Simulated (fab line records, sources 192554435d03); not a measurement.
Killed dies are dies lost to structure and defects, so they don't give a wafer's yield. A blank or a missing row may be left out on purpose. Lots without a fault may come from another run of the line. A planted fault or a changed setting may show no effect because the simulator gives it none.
Chamber matching | flow n5_finfet | N5_ILD0_LINER_00 on ald_sin-03: 4 sister chambers
The step material SiNx, target thk 4 nm, pulse time 1 s, purge time 2 s. 8 wafers are shown with their chamber, then 12 later ones without.

WAFERS WITH THEIR CHAMBER
wafer  | chamber | heater_power_w (W) | precursor_pulse_height_rel
L086.1 | 0       | 982                | 0.970
L086.3 | 2       | 947                | 1.017
L087.1 | 3       | 703                | 0.993
L087.2 | 1       | 777                | 0.990
L087.4 | 2       | 975                | 1.020
L088.1 | 1       | 787                | 0.977
L088.3 | 3       | 705                | 0.997
L088.5 | 0       | 1002               | 0.988

WAFERS WITHOUT THEIR CHAMBER
wafer  | heater_power_w (W) | precursor_pulse_height_rel
L089.2 | 940                | 1.030
L089.3 | 775                | 1.001
L089.6 | 965                | 0.979
L090.1 | 715                | 1.013
L090.2 | 947                | 0.975
L090.6 | 995                | 0.997
L095.1 | 709                | 0.993
L095.2 | 743                | 1.007
L095.4 | 968                | 1.025
L097.1 | 783                | 0.980
L097.4 | 958                | 1.017
L097.5 | 789                | 1.012

WHICH CHAMBER EACH WENT THROUGH
wafer  | from the rows above     | in truth
L089.2 | 2                       | 2
L089.3 | 1                       | 1
L089.6 | 0                       | 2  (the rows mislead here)
L090.1 | 3                       | 3
L090.2 | can't be placed: 0 or 2 | 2
L090.6 | can't be placed: 0 or 2 | 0
L095.1 | 3                       | 3
L095.2 | can't be placed: 3 or 1 | 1
L095.4 | 2                       | 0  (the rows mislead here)
L097.1 | 1                       | 1
L097.4 | 2                       | 2
L097.5 | 1                       | 1
Placed correctly: 7 of 12. Can't be placed from these rows: 3 (the true chamber is among the candidates in 3). Placed wrongly: 2.
How it was worked out, from the rows above alone: a wafer's distance from a chamber is the root of the sum, over the readings, of the square of ((its reading less the chamber's mean) divided by the reading's scatter). The wafer belongs to the nearest chamber; if the next one is less than 2 further off, it can't be placed. A chamber's mean is the mean of its shown wafers. The scatter: the root of (the sum of the squares of (reading less its chamber's mean) over the shown wafers, divided by (wafers less chambers)).
